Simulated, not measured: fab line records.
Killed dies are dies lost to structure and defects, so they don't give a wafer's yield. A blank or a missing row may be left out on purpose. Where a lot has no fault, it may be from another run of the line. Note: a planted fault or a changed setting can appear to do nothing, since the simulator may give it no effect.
fab line records -- flow n5Finfet
record: lots: 11, wafers: 32, lastDay: 18
route steps=1938 shown BEOL_M1@813 TV_OPEN@1888 PASSIVATION@1909
lots with no fault: from the same line, run without faults
startH: hours from the record's first day to the start of the lot's first wafer shown -- waitH: hours elapsed since this lot's preceding step -- " the same as in the row above -- L1.1+2: a single row standing in for several wafers -- - either no value or no given start -- * or withheld: withheld -- < > ~ a bound
route shown NAME@n: names a module that has steps shown in the file, with the first one's number in the route -- usual: mean/standard deviation of fault-free wafers -- same: alike in all rows -- chamber/n: place in a boat -- sites: per-site readings -- _std_site: standard deviation across them -- _edge_site: the outer-site mean with the inner-site mean subtracted -- radiusMm: for every site, how far away it sits from the centre of the wafer -- mask NAME#n: copy n -- behind: tool/chamber where the wafer was last shaped -- hold: what put the lot on hold/how long, in hours/how the hold closed -- device: the transistor (n, p or np) that didn't switch -- end of line: the same wafers' tests at the end of the route -- a step with no rows: only its recipe -- killed: at the first sort, the dies lost to defects and structure; wafer yield is something else -- map: a wafer's dies, marking killed ones x, the rest . and places with no die _
set.NAME: the setting the step ran with; set.NAME@STEP: the setting that earlier step ran with -- model.NAME: the simulator's own value behind a step, which no gauge read
route steps across a sampled set of lots; one table per step, one row per wafer
services: from which hour (startH, from the record's first day; less than 0 if before it) a tool's chamber was out of use, for how many hours, and why
== steps ==
step: N5_BEOL_M1_CVD_47
recipe: material: Co, targetThkA: 30, tempC: withheld, precursor: CCTBA/H2, pressureTorr: 30, timeS: 223.8
lot.wafer,tool,chamber,startH,waitH
L911.1+3+6,cvdCo-01,2,124.76,0.0
L912.1+3+4,cvdCo-02,"1,0,0",137.23,0.0
L915.2+4+5,cvdCo-02,"1,0,1",158.49,0.0
L918.1+4+5,cvdCo-02,"1,0,2",168.11,0.0
L927.1+3+5,cvdCo-01,"1,0,1",238.57,0.2
L929.3+4+6,cvdCo-01,"1,2,0",242.04,0.1
L930.3+4+6,cvdCo-01,"0,0,2",249.58,0.0
L931.1+5+6,cvdCo-02,"1,1,0",255.68,0.0
L932.2+4+6,cvdCo-01,"1,1,2",259.48,0.1
L933.5+6,cvdCo-02,"2,1",264.81,0.1
L934.1+2+3,cvdCo-02,"0,1,2",272.91,0.1
step: N5_PASSIVATION_VIA_ETCH_13
recipe: chemistry: CHF3/O2, target: SiO2, targetDepthA: 6600, CHF3_flow_sccm: 50, O2_flow_sccm: 5, Ar_flow_sccm: 200, timeS: 330, maskMaterial: PR, pressureMtorr: 30, sourceW: 650, biasW: 170, ionEnergyEv: 200, ends: cleared
usual: CHF3_flow_sccm: 49.97/0.14, O2_flow_sccm: 5.002/0.014, drypumpMotorCurrentA: 5.6/0.37, etchRfOnTimeS: 237/4.8, oes_f_703_au: 0.77/0.063, oesProductAu: 0.70/0.063, rfVppV: 525/5.1, showerheadPlenumPTorr: 2.43/0.051, throttleValvePct: 18.92/0.22
lot.wafer,tool,chamber,startH,waitH,CHF3_flow_sccm,O2_flow_sccm,drypumpMotorCurrentA,etchRfOnTimeS,oes_f_703_au,oesProductAu,rfHoursCounterH,rfVppV,showerheadPlenumPTorr,throttleValvePct
L911.1,rieDiel-05,1,281.95,0.0,49.84,4.997,5.6,232,0.73,0.65,186,520,2.41,18.95
L911.3,rieDiel-05,3,281.95,0.0,50.07,5.001,5.6,229,0.87,0.78,49,525,2.37,18.79
L911.6,rieDiel-05,3,281.95,0.0,49.97,4.995,5.6,239,0.87,0.78,-,522,2.37,18.79
L912.1,rieDiel-02,0,296.05,0.0,49.98,5.011,5.4,233,0.86,0.80,35,528,2.54,18.47
L912.3,rieDiel-02,1,296.05,0.0,49.89,4.990,4.9,245,0.88,0.81,27,518,2.45,18.61
L912.4,rieDiel-02,3,296.05,0.0,49.68,4.990,5.2,245,0.67,0.61,203,533,2.50,19.19
L915.2,rieDiel-02,1,297.52,0.0,49.96,5.032,4.9,232,0.88,0.81,27,520,2.45,18.61
L915.4,rieDiel-02,2,297.52,0.0,49.80,4.982,5.6,234,0.73,0.66,192,521,2.39,18.73
L915.5,rieDiel-02,3,297.52,0.0,50.10,4.991,5.2,237,0.68,0.63,-,533,2.50,19.18
L918.1,rieDiel-02,1,323.72,0.0,49.96,5.003,5.0,238,0.86,0.79,35,519,2.45,18.60
L918.4,rieDiel-02,2,323.72,0.0,49.90,4.998,5.6,242,0.72,0.64,-,521,2.38,18.73
L918.5,rieDiel-02,3,323.72,0.0,49.89,5.002,5.2,242,0.67,0.61,-,533,2.49,19.21
L927.1,rieDiel-05,2,378.79,0.0,49.85,4.965,5.5,232,0.80,0.74,101,521,2.42,18.81
L927.3,rieDiel-05,3,378.79,0.0,50.09,5.008,5.6,235,0.84,0.75,73,524,2.36,18.82
L927.5,rieDiel-05,3,378.79,0.0,49.94,5.007,5.6,241,0.84,0.76,-,522,2.36,18.83
L930.3,rieDiel-02,0,379.23,0.0,49.75,5.016,5.3,239,0.83,0.77,56,529,2.54,18.51
L930.4,rieDiel-02,2,379.23,0.0,49.83,4.991,5.6,245,0.71,0.63,218,523,2.38,18.75
L930.6,rieDiel-02,3,379.23,0.0,49.96,5.031,5.2,247,0.66,0.60,-,532,2.49,19.25
L929.3,rieDiel-05,3,393.49,0.0,50.18,5.011,5.6,231,0.83,0.75,78,524,2.36,18.83
L929.4,rieDiel-05,1,393.49,0.0,49.93,5.012,5.6,232,0.71,0.64,220,520,2.40,19.01
L929.6,rieDiel-05,3,393.49,0.0,50.17,4.984,5.5,233,0.83,0.75,-,524,2.36,18.85
L931.1,rieDiel-04,0,404.70,0.0,49.84,5.001,5.9,241,0.73,0.64,202,517,2.40,18.91
L931.5,rieDiel-04,3,404.70,0.0,50.11,4.995,5.7,244,0.76,0.70,-,537,2.43,19.07
L931.6,rieDiel-04,0,404.70,0.0,49.82,5.023,5.9,245,0.73,0.65,-,518,2.40,18.90
L932.2,rieDiel-04,3,411.11,0.0,50.12,5.002,5.7,240,0.75,0.71,107,536,2.43,19.07
L932.4,rieDiel-04,0,411.11,0.0,49.86,4.993,5.9,237,0.73,0.64,203,519,2.40,18.92
L932.6,rieDiel-04,3,411.11,0.0,50.25,5.019,5.7,237,0.76,0.71,-,535,2.43,19.07
L933.5,rieDiel-05,1,418.23,0.1,49.99,5.008,5.6,234,0.70,0.63,-,522,2.39,18.99
L933.6,rieDiel-05,2,418.23,0.1,49.78,4.998,5.5,234,0.79,0.73,-,519,2.42,18.82
L934.1,rieDiel-02,2,423.37,0.0,50.29,5.019,5.6,240,0.70,0.62,230,521,2.37,18.76
L934.2,rieDiel-02,1,423.37,0.0,49.95,4.983,4.9,235,0.81,0.76,66,519,2.44,18.67
L934.3,rieDiel-02,3,423.37,0.0,50.02,5.016,5.2,243,0.65,0.59,240,532,2.48,19.25
step: N5_PASSIVATION_AL_ETCH_33
recipe: chemistry: Cl2/BCl3, targetDepthA: 28000, overEtchFrac: 0.15, Cl2_flow_sccm: 180, bcl3FlowSccm: 60, target: Al, stopOn: TaN, timeS: 466.7, ionEnergyEv: 100, pressureMtorr: 10, icpW: 900, biasW: 100
usual: bcl3FlowSccm: 59.99/0.18, drypumpMotorCurrentA: 5.8/0.38, oesProductAu: 0.69/0.071, throttleValvePct: 34.39/0.24
lot.wafer,tool,chamber,startH,waitH,bcl3FlowSccm,drypumpMotorCurrentA,oesProductAu,rfHoursCounterH,throttleValvePct
L911.1,rieMetal-01,1,283.35,0.1,59.95,6.1,0.59,101,35.08
L911.3,rieMetal-01,0,283.35,0.1,60.24,5.7,0.74,-,34.08
L911.6,rieMetal-01,0,283.35,0.1,60.03,5.7,0.74,-,34.09
L912.1,rieMetal-01,0,297.44,0.1,60.07,5.7,0.73,28,34.10
L912.3,rieMetal-01,0,297.44,0.1,59.87,5.7,0.73,-,34.10
L912.4,rieMetal-01,1,297.44,0.1,60.18,6.1,0.57,-,35.13
L915.2,rieMetal-02,0,301.50,0.1,60.11,5.6,0.69,50,34.48
L915.4,rieMetal-02,0,301.50,0.1,60.11,5.6,0.68,-,34.48
L915.5,rieMetal-02,1,301.50,0.1,60.17,5.4,0.62,-,34.34
L918.1,rieMetal-03,0,325.23,0.1,59.80,6.7,0.72,36,34.38
L918.4,rieMetal-03,1,325.23,0.1,59.54,5.9,0.69,-,34.26
L918.5,rieMetal-03,1,325.23,0.1,59.60,5.9,0.69,-,34.26
L927.1,rieMetal-02,0,380.43,0.1,60.00,5.6,0.68,58,34.45
L927.3,rieMetal-02,1,380.43,0.1,59.75,5.4,0.61,-,34.36
L927.5,rieMetal-02,0,380.43,0.1,59.98,5.6,0.67,-,34.48
L930.3,rieMetal-01,1,381.30,0.2,59.83,6.1,0.86,-,34.56
L930.4,rieMetal-01,0,381.30,0.2,59.97,5.7,0.71,-,34.11
L930.6,rieMetal-01,0,381.30,0.2,59.98,5.7,0.71,-,34.11
L929.3,rieMetal-03,0,395.85,0.2,60.11,6.6,0.72,-,34.37
L929.4,rieMetal-03,1,395.85,0.2,59.99,5.9,0.68,-,34.24
L929.6,rieMetal-03,1,395.85,0.2,60.07,5.9,0.67,-,34.25
L931.1,rieMetal-01,0,406.36,0.1,59.96,5.6,0.70,39,34.10
L931.5,rieMetal-01,1,406.36,0.1,59.93,6.1,0.83,-,34.58
L931.6,rieMetal-01,0,406.36,0.1,59.76,5.7,0.70,-,34.14
L932.2,rieMetal-01,1,412.83,0.1,59.94,6.1,0.85,4,34.53
L932.4,rieMetal-01,0,412.83,0.1,59.94,5.7,0.72,-,34.05
L932.6,rieMetal-01,1,412.83,0.1,60.18,6.1,0.84,-,34.56
L933.5,rieMetal-01,1,420.53,0.3,60.15,6.1,0.84,-,34.54
L933.6,rieMetal-01,0,420.53,0.3,59.69,5.7,0.71,-,34.09
L934.1,rieMetal-01,1,425.11,0.1,60.00,6.1,0.83,6,34.57
L934.2,rieMetal-01,0,425.11,0.1,60.45,5.7,0.70,41,34.11
L934.3,rieMetal-01,1,425.11,0.1,59.94,6.1,0.82,-,34.60
step: N5_PASSIVATION_PROBE_49
usual: defectLimitedYield: 91.4/1.5, killed_at_M0_to_M3: 34/10, killed_at_M4_up: 15/6, killedAtContacts: 12/6, killedAtFrontEnd: 37/11, killedAtOther: 3.3/2.8, killedDies: 101/18, killedOnRim: 14/4.4, killedOpen: 66/14, killedShort: 33/7.8, sort_bin_5_function: 5.0/0.97, sort_bin_6_memory: 3.2/0.72, sortNPass: 1079/18, sortYieldPct: 91.4/1.5
same: grossDies: 1180, killedAtBackSide: 0, sort_bin_4_leakage[%]: 0, sort_bin_8_speed[%]: 0
lot.wafer,tool,chamber,startH,waitH,defectLimitedYield[%],killed_at_M0_to_M3,killed_at_M4_up,killedAtContacts,killedAtFrontEnd,killedAtOther,killedDies,killedOnRim,killedOpen,killedShort,sort_bin_5_function[%],sort_bin_6_memory[%],sortNPass,sortYieldPct[%]
L915.2,prober-02,-,306.60,0.1,85.4,117,10,15,26,4,172,25,67,35,10.0,3.3,1008,85.4
L915.4,prober-02,-,306.70,0.2,90.8,37,9,15,47,0,108,17,59,44,4.9,3.7,1072,90.8
L915.5,prober-02,-,306.75,0.2,84.0,119,13,5,47,5,189,30,74,37,10.2,4.2,991,84.0
L918.1,prober-02,-,330.86,0.0,85.7,94,23,16,35,1,169,31,76,23,8.3,4.6,1011,85.7
L918.4,prober-02,-,331.01,0.2,92.2,32,13,18,24,5,92,10,71,20,4.4,3.1,1088,92.2
L918.5,prober-02,-,331.06,0.2,92.5,33,12,18,25,1,89,20,66,22,4.5,2.7,1091,92.5
killed by level:class
L915.2 BEOL_M1:unspecified=70 BEOL_M3:geometricParticle:open=10 STI_FIN_REVEAL:geometricParticle:open=9 MOL_CONTACT_COAG:geometricParticle:open=9 BEOL_M2:geometricParticle:open=8 BEOL_M3:geometricParticle:short=7 BEOL_M0_SAQP:geometricParticle:open=6 MOL_CONTACT_COAG:geometricParticle:short=6
L915.4 FIN_SAQP:geometricParticle:short=14 MOL_CONTACT_COAG:geometricParticle:open=13 BEOL_M2:geometricParticle:open=11 BEOL_M0_SAQP:geometricParticle:short=10 STI_FIN_REVEAL:geometricParticle:open=7 FIN_SAQP:geometricParticle:open=6 BEOL_M0_SAQP:geometricParticle:open=6 ILD0:geometricParticle:short=4
L915.5 BEOL_M1:unspecified=77 FIN_SAQP:geometricParticle:open=19 BEOL_M1:geometricParticle:open=9 FIN_SAQP:geometricParticle:short=7 BEOL_M2:geometricParticle:open=7 BEOL_M0_SAQP:geometricParticle:short=6 BEOL_M3:geometricParticle:open=6 DUMMY_GATE:geometricParticle:open=4
L918.1 BEOL_M1:unspecified=67 MOL_CONTACT_COAG:geometricParticle:open=15 DUMMY_GATE:geometricParticle:open=10 BEOL_M4:geometricParticle:open=10 GATE_CUT:geometricParticle:short=5 BEOL_M0_SAQP:geometricParticle:short=5 BEOL_M2:geometricParticle:open=5 FIN_SAQP:geometricParticle:open=4
L918.4 MOL_CONTACT_COAG:geometricParticle:open=16 BEOL_M1:geometricParticle:open=7 BEOL_M2:geometricParticle:open=7 STI_FIN_REVEAL:geometricParticle:open=6 BEOL_M0_SAQP:geometricParticle:short=6 BEOL_M4:geometricParticle:open=6 FIN_SAQP:geometricParticle:open=5 BEOL_M0_SAQP:geometricParticle:open=5
L918.5 MOL_CONTACT_COAG:geometricParticle:open=16 BEOL_M1:geometricParticle:open=8 BEOL_M0_SAQP:geometricParticle:open=7 BEOL_M4:geometricParticle:open=5 BEOL_M3:geometricParticle:open=5 GATE_CUT:geometricParticle:open=4 GATE_CUT:geometricParticle:short=4 BEOL_M0_SAQP:geometricParticle:short=4
== services ==
tool,chamber,startH,hours,kind
rieDiel-05,1,112.71,3.3,repair
rieDiel-04,2,143.32,5.9,repair
rieDiel-04,-,144.48,0.2,repair
rieDiel-02,2,145.20,5.7,repair
rieMetal-02,-,153.70,1.6,repair
rieDiel-02,-,174.67,14.6,pm
rieMetal-02,0,185.95,2.6,repair
rieDiel-02,0,190.78,2.9,repair
cvdCo-02,-,195.30,6.0,pm
rieDiel-02,3,201.95,4.0,repair
rieDiel-05,3,210.20,15.3,repair
cvdCo-02,-,215.45,1.5,repair
rieMetal-02,1,228.40,16.7,repair
cvdCo-02,1,240.53,10.1,repair
rieDiel-02,3,264.08,11.4,repair
rieDiel-02,-,271.71,2.8,pm
cvdCo-02,0,290.57,66.4,repair
cvdCo-01,-,298.11,6.9,pm
rieDiel-02,-,300.28,4.0,repair
rieDiel-02,0,322.58,9.6,repair
cvdCo-02,2,324.30,8.6,repair
rieDiel-02,-,337.47,0.7,repair
rieDiel-05,3,351.34,12.4,repair
cvdCo-02,-,417.69,2.8,pm
== key ==
firstSign: step: N5_PASSIVATION_PROBE_49, reading: killed_at_M0_to_M3, direction: up, sigmas: 7.3, usual: 34, struck: 110
effect: step: N5_PASSIVATION_PROBE_49, reading: defectLimitedYield, direction: down, sigmas: 4.2, usual: 91.4, struck: 85.0
moreKillsBornAt: N5_BEOL_M1_CVD_47@cvdCo-02: 214
metAt N5_BEOL_M1_CVD_47
struckLots L915,L918
struckWafers L915.2,L915.5,L918.1
notActingAt N5_PASSIVATION_VIA_ETCH_13,N5_PASSIVATION_AL_ETCH_33
onsetBetween 137.23 158.49
fault: kind: chamberParticleSource, tool: cvdCo-02, chamber: 1, onsetH: 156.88, steps: N5_BEOL_M1_CVD_47, ratePerVisitCm2: 0.38571, endH: 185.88
